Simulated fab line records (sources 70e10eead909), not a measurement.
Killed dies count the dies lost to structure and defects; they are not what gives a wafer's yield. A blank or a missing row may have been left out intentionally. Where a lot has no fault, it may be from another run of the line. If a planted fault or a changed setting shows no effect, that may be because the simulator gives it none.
What tool caused it?    flow nand-harc    11 lots with 33 wafers sampled at 5 steps, on a route of 1302 steps

## WHAT EACH GAUGE READ, for each wafer
NHARC_END_SORT_01.
lot   measured      on         killed-at-array
L989  day 28 19:31  prober-02  668 669 673
L988  day 28 19:39  prober-01  669 671 666
L990  day 29 14:52  prober-02  672 672 675

## EACH LOT AND THE TOOL THAT RAN IT (in order: tool; ch and the chambers of the sampled wafers; start)
lot   NHARC_A_STAIRCASE_TRIM_229          NHARC_A_STAIRCASE_HM_OPEN_457                  NHARC_A_STAIRCASE_ETCH_273          NHARC_A_STAIRCASE_HM_OPEN_460
L982  rie-diel-11 ch 0,1,2, day 18 04:49  rie-diel-13 ch 0,1,2, day 18 12:04 or earlier  rie-diel-13 ch 0,2, day 18 12:04    rie-diel-08 ch 0,2,3, no start
L984  rie-diel-13 ch 0,3, day 19 02:56    rie-diel-13 ch 0,1,3, day 19 14:01 or earlier  rie-diel-13 ch 1,2, day 19 14:01    rie-diel-13 ch 0,2,3, no start
L985  rie-diel-08 ch 1,2,3, day 19 22:20  rie-diel-13 ch 1,2,3, day 20 09:29 or earlier  rie-diel-13 ch 0,1,3, day 20 09:29  rie-diel-08 ch 0,1,3, no start
L989  rie-diel-11 ch 1,3, day 20 13:54    rie-diel-13 ch 1,3, day 20 21:50 or earlier    rie-diel-13 ch 2,3, day 20 21:50    rie-diel-08 ch 0,2, day 28 19:31 or earlier
L988  rie-diel-08 ch 1,2,3, day 20 14:50  rie-diel-08 ch 0,1, day 20 23:14 or earlier    rie-diel-08 ch 0,1,2, day 20 23:14  rie-diel-13 ch 1,2, day 28 19:39 or earlier
L990  rie-diel-08 ch 0,1, day 21 14:02    rie-diel-08 ch 1,3, day 22 00:41 or earlier    rie-diel-08 ch 0,2, day 22 00:41    rie-diel-08 ch 0,1,2, day 29 14:52 or earlier
L993  rie-diel-08 ch 2,3, day 22 15:55    rie-diel-11 ch 1,2,3, day 22 23:59 or earlier  rie-diel-11 ch 0,2,3, day 22 23:59  rie-diel-08 ch 0,1,3, no start
L999  rie-diel-13 ch 0,1,3, day 24 10:12  rie-diel-08 ch 0,1,2, day 24 17:31 or earlier  rie-diel-08 ch 0,1,2, day 24 17:31  rie-diel-13 ch 1,2, no start
L998  rie-diel-13 ch 0,1,2, day 24 11:22  rie-diel-13 ch 0,2, day 24 19:28 or earlier    rie-diel-13 ch 0,2, day 24 19:28    rie-diel-13 ch 1,2, no start
L997  rie-diel-11 ch 0,1,2, day 24 16:23  rie-diel-08 ch 0,2,3, day 24 23:20 or earlier  rie-diel-08 ch 0,1, day 24 23:20    rie-diel-08 ch 0,1,3, no start
L100  rie-diel-08 ch 0,1,2, day 25 07:31  rie-diel-13 ch 0,2,3, day 25 19:13 or earlier  rie-diel-13 ch 1,2, day 25 19:13    rie-diel-11 ch 2,3, no start
- NHARC_A_STAIRCASE_TRIM_229: chemistry O2, time 211.2 s.
- NHARC_A_STAIRCASE_HM_OPEN_457: chemistry O2/COS.
- NHARC_A_STAIRCASE_ETCH_273: etches the open film in C4F8/O2/Ar, target depth 10200 nm, time 2468.6 s.
- NHARC_A_STAIRCASE_HM_OPEN_460: chemistry O2/COS.

## THE ANSWER, worked out from the rows above alone
Rule: the usual values come from the lots themselves. Put in order of their means at a reading, lots are off if they are a third of the lots or fewer, leave a main group of 4 or more, and stand apart from it by a gap of 3 or more times the standard deviation of the main group's means; of several such gaps the widest counts. A main group whose means are all the same, to the digits that the tables above print for the reading, isn't used. A lot without any number at a reading at which 4 lots or more have one is off too. Any other lot the step has rows for is counted as sound.
Across all readings shown, no lot is off: no conclusion can be drawn from this.

## WHAT THE SIMULATOR HAD INSERTED
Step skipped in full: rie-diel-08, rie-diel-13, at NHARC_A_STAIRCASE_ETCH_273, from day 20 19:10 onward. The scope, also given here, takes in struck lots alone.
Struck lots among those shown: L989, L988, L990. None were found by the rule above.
